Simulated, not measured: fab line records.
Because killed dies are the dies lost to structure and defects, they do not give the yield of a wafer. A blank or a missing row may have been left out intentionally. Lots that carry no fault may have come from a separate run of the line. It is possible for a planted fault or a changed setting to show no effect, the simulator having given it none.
Which tool is to blame? ; flow nand harc ; 11 lots with 33 wafers sampled at 5 steps, on a route of 1302 steps

## WHAT THE GAUGES SHOWED, per wafer
NHARC_A_CONTACT_CD_MEAS_69: the cd target is 300 nm. Usual: cd nm 299.8 nm, standard deviation 0.61.
lot;measured;on;cd nm (nm);flag
L871;day 22 06:12;cd sem-02;300.0 299.5 300.0;
L872;day 22 12:52;cd sem-02;300.1 301.0 301.0;
L874;day 23 04:59;cd sem-01;300.0 300.4 300.8;
L876;day 24 21:22;cd sem-01;298.6 299.3 300.0;
L880;day 26 00:31;cd sem-01;300.4 301.0 301.1;
L879;day 26 02:58;cd sem-03;299.8 299.5 300.3;
L881;day 26 22:45;cd sem-01;300.1 300.0 299.7;
L882;day 27 02:14;cd sem-01;299.2 300.0 298.9;
L890;day 29 22:28;cd sem-01;299.9 300.6 299.4;
L889;day 29 23:02;cd sem-01;299.3 299.3 299.2;
L892;day 31 18:41;cd sem-01;299.4 300.6 299.2;

NHARC_END_SORT_01. Usual: killed at array 56, standard deviation 17; killed at other 0.9, standard deviation 1.2; killed at periphery 3.9, standard deviation 2.5; killed dies 61, standard deviation 17; killed open 3.2, standard deviation 1.8; killed short 2.7, standard deviation 1.7.
lot;measured;on;killed at array;killed at other;killed at periphery;killed dies;killed open;killed short;flag
L889;day 32 08:11;prober-01;64 652 43;1 0 2;1 1 4;66 653 49;2 5 5;2 1 4;OFF

## WHAT TOOL EACH LOT RAN ON (gives the tool, then ch and the chambers of the sampled wafers, and finally the start)
lot;NHARC_A_CONTACT_DESCUM_74;NHARC_A_CONTACT_ETCH_75;NHARC_A_CONTACT_ETCH_76
L871;rie diel-03 ch 1,2,3, day 22 06:24;rie diel-03 ch 1,3, day 22 06:29;rie diel-03 ch 0,3, day 22 06:34
L872;rie diel-10 ch 2,3, day 22 13:04;rie diel-10 ch 1,2,3, day 22 13:09;rie diel-10 ch 1,2, day 22 13:14
L874;rie diel-03 ch 0,1,3, day 23 05:11;rie diel-03 ch 0,3, day 23 05:16;rie diel-03 ch 0,1, day 23 05:22
L876;rie diel-11 ch 0,2,3, day 24 21:35;rie diel-11 ch 1,3, day 24 21:39;rie diel-11 ch 1,2, day 24 21:46
L880;rie diel-03 ch 0,1,2, day 26 00:43;rie diel-03 ch 2,3, day 26 00:48;rie diel-03 ch 1,2, day 26 00:55
L879;rie diel-03 ch 0,1,3, day 26 03:08;rie diel-03 ch 0,2,3, day 26 03:14;rie diel-03 ch 0,1,2, day 26 03:19
L881;rie diel-11 ch 0,3, day 26 22:56;rie diel-11 ch 0,1, day 26 23:01;rie diel-11 ch 1,2, day 26 23:07
L882;rie diel-03 ch 0,2,3, day 27 02:26;rie diel-03 ch 0,1, day 27 02:30;rie diel-03 ch 2,3, day 27 02:36
L890;rie diel-03 ch 1,2,3, day 29 22:40;rie diel-03 ch 1,2,3, day 29 22:44;rie diel-03 ch 1,2,3, day 29 22:49
L889;rie diel-11 ch 0,1,3, day 29 23:14;rie diel-11 ch 0,1,3, day 29 23:19;rie diel-11 ch 0,3, day 29 23:26
L892;rie diel-03 ch 2,3, day 31 18:53;rie diel-03 ch 0,1, day 31 18:58;rie diel-03 ch 0,1,2, day 31 19:07
- NHARC_A_CONTACT_DESCUM_74: chemistry O2, time 3 s.
- NHARC_A_CONTACT_ETCH_75: etches the open film in CF4, target depth 39 nm, time 65 s.
- NHARC_A_CONTACT_ETCH_76: etches the open film in N2/H2, target depth 260 nm, time 475.3 s.

## AS READ BY THE TOOLS THEMSELVES (means over the sampled wafers that have a number; for cases with no such wafer, the mark the record gives instead)
NHARC_A_CONTACT_DESCUM_74. Usual: drypump motor current A 5.6 A, standard deviation 0.4; oes product au 1.003 a.u., standard deviation 0.014; rf vpp V 57.9 V, standard deviation 0.83; showerhead plenum p Torr 1.96 Torr, standard deviation 0.084; throttle valve pct 11.311 %, standard deviation 0.0094.
lot;tool;drypump motor current A (A);oes product au (a.u.);rf vpp V (V);showerhead plenum p Torr (Torr);throttle valve pct (%);flag
L871;rie diel-03;5.7;1.018;58.1;1.93;11.305;
L872;rie diel-10;5.8;0.999;58.8;1.94;11.303;
L874;rie diel-03;5.4;1.011;57.4;1.97;11.315;
L876;rie diel-11;5.9;1.000;57.7;1.97;11.301;
L880;rie diel-03;5.8;1.013;57.9;1.94;11.308;
L879;rie diel-03;5.4;1.014;57.5;1.97;11.312;
L881;rie diel-11;5.7;0.996;57.8;1.95;11.311;
L882;rie diel-03;5.5;1.003;58.3;2.01;11.315;
L890;rie diel-03;5.7;1.012;57.8;1.92;11.310;
L889;rie diel-11;5.7;0.996;57.9;1.96;11.317;
L892;rie diel-03;5.4;1.016;57.7;1.98;11.315;

NHARC_A_CONTACT_ETCH_75. Usual: drypump motor current A 5.7 A, standard deviation 0.4; oes product au 1.003 a.u., standard deviation 0.014; rf fwd power W 297.5 W, standard deviation 1.2; rf vpp V 151.7 V, standard deviation 1.3; showerhead plenum p Torr 1.81 Torr, standard deviation 0.072; throttle valve pct 13.283 %, standard deviation 0.0093.
lot;tool;drypump motor current A (A);oes product au (a.u.);rf fwd power W (W);rf vpp V (V);showerhead plenum p Torr (Torr);throttle valve pct (%);flag
L871;rie diel-03;5.2;1.013;297.7;152.7;1.80;13.293;
L872;rie diel-10;5.6;0.990;297.7;152.0;1.81;13.284;
L874;rie diel-03;5.1;1.010;298.6;151.7;1.87;13.278;
L876;rie diel-11;5.7;0.994;298.4;152.4;1.84;13.282;
L880;rie diel-03;5.4;1.000;298.9;151.5;1.83;13.293;
L879;rie diel-03;5.5;1.006;298.5;151.8;1.85;13.291;
L881;rie diel-11;5.6;0.994;296.8;151.9;1.84;13.291;
L882;rie diel-03;5.5;1.014;297.3;152.7;1.83;13.294;
L890;rie diel-03;5.7;1.007;297.4;151.8;1.77;13.282;
L889;rie diel-11;5.7;0.992;297.2;151.7;1.81;13.278;
L892;rie diel-03;5.6;1.001;295.9;151.5;1.83;13.284;

NHARC_A_CONTACT_ETCH_76. Usual: drypump motor current A 5.7 A (standard deviation 0.43); h2 flow sccm 150.0 sccm (standard deviation 0.49); oes product au 1.003 a.u. (standard deviation 0.013); rf fwd power W 399.3 W (standard deviation 1.3); rf vpp V 431.8 V (standard deviation 2.5); showerhead plenum p Torr 2.09 Torr (standard deviation 0.087); throttle valve pct 14.172 % (standard deviation 0.009).
lot;tool;drypump motor current A (A);h2 flow sccm (sccm);oes product au (a.u.);rf fwd power W (W);rf vpp V (V);showerhead plenum p Torr (Torr);throttle valve pct (%);flag
L871;rie diel-03;5.1;150.0;1.014;399.3;434.0;2.17;14.171;
L872;rie diel-10;5.3;149.9;0.992;399.5;431.5;2.05;14.162;
L874;rie diel-03;5.6;150.6;1.015;398.3;433.0;2.12;14.168;
L876;rie diel-11;5.7;150.3;0.984;399.1;434.7;2.18;14.171;
L880;rie diel-03;6.1;150.5;1.007;400.0;430.4;2.03;14.173;
L879;rie diel-03;5.9;149.8;1.011;400.0;431.4;2.07;14.174;
L881;rie diel-11;5.7;149.8;0.996;400.0;434.5;2.17;14.170;
L882;rie diel-03;5.8;150.2;1.000;399.2;432.8;2.09;14.184;
L890;rie diel-03;5.7;149.9;1.015;400.0;430.8;2.05;14.173;
L889;rie diel-11;5.9;149.7;0.936;400.8;430.5;2.03;14.175;OFF
L892;rie diel-03;5.9;150.0;1.001;399.4;430.5;2.06;14.182;

## THE ANSWER, worked out from the rows above alone
Rule: take the mean of a lot's wafers that have a number; if it is more than 3 standard deviations from the usual mean, the lot is off. A lot without any number at a reading at which 4 lots or more have one is off too. Where the step has rows for the other lots, those lots are counted as sound. After the gauges, taken in route order, come the tools' own readings; for these a lot's mean is taken, as printed above. The first step at which some lot is off is used, and at that step the reading that is off furthest; a lot without a number counts as furthest.
Off: L889, at NHARC_END_SORT_01 (killed at array). Neither off nor sound, because the step has no rows for them: L871, L872, L874, L876, L880, L879, L881, L882, L890, L892.
A tool fits if, at a process step before that reading, it ran every lot that is off, and no sound lot after the first of them. The gauges at NHARC_END_SORT_01 aren't tried: what is off there is off at NHARC_A_CONTACT_ETCH_76 too, on other tools, and a gauge's error can't cause that. One candidate fits, namely rie diel-11 at NHARC_A_CONTACT_DESCUM_74 and NHARC_A_CONTACT_ETCH_75 and NHARC_A_CONTACT_ETCH_76. It ran no sound lot before its first lot that is off in this sample, so the start can't be narrowed down.

## WHAT THE SIMULATOR PUT IN
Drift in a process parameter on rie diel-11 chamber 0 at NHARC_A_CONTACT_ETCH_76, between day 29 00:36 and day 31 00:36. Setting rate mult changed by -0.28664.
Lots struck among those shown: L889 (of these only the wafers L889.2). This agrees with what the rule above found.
